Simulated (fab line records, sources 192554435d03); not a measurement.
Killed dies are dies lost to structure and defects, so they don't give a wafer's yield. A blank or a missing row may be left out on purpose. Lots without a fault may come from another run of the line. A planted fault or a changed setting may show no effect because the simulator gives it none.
Chamber matching | flow n5_finfet | N5_BEOL_M7_ETCH_72 on rie_diel-04: 4 sister chambers
The step etches underlayer in N2/H2, target depth 6.5 nm, time 5.2 s. 4 wafers are shown with their chamber, then 12 later ones without.

WAFERS WITH THEIR CHAMBER
wafer  | chamber | drypump_motor_current_A (A)
L089.3 | 0       | 6.0
L091.1 | 3       | 4.9
L091.3 | 2       | 4.8
L091.4 | 1       | 5.5

WAFERS WITHOUT THEIR CHAMBER
wafer  | drypump_motor_current_A (A)
L090.2 | 4.9
L090.3 | 6.0
L090.6 | 5.5
L092.1 | 4.9
L092.3 | 5.5
L092.6 | 6.0
L093.1 | 4.8
L093.3 | 6.0
L093.6 | 5.0
L094.2 | 5.5
L094.3 | 4.9
L094.6 | 4.9

WHICH CHAMBER EACH WENT THROUGH
wafer  | from the rows above | in truth
L090.2 | 3                   | 3
L090.3 | 0                   | 0
L090.6 | 1                   | 1
L092.1 | 3                   | 3
L092.3 | 1                   | 1
L092.6 | 0                   | 0
L093.1 | 2                   | 2
L093.3 | 0                   | 0
L093.6 | 3                   | 3
L094.2 | 1                   | 1
L094.3 | 3                   | 3
L094.6 | 3                   | 3
Placed correctly: 12 of 12. Can't be placed from these rows: 0. Placed wrongly: 0.
How it was worked out, from the rows above alone: a wafer's distance from a chamber is the root of the sum, over the readings, of the square of ((its reading less the chamber's mean) divided by the reading's scatter). The wafer belongs to the nearest chamber; if the next one is less than 2 further off, it can't be placed. A chamber's mean is the mean of its shown wafers. The scatter: with one shown wafer a chamber, the root of the mean of the squares of how far each hidden wafer lies from its nearest shown one.
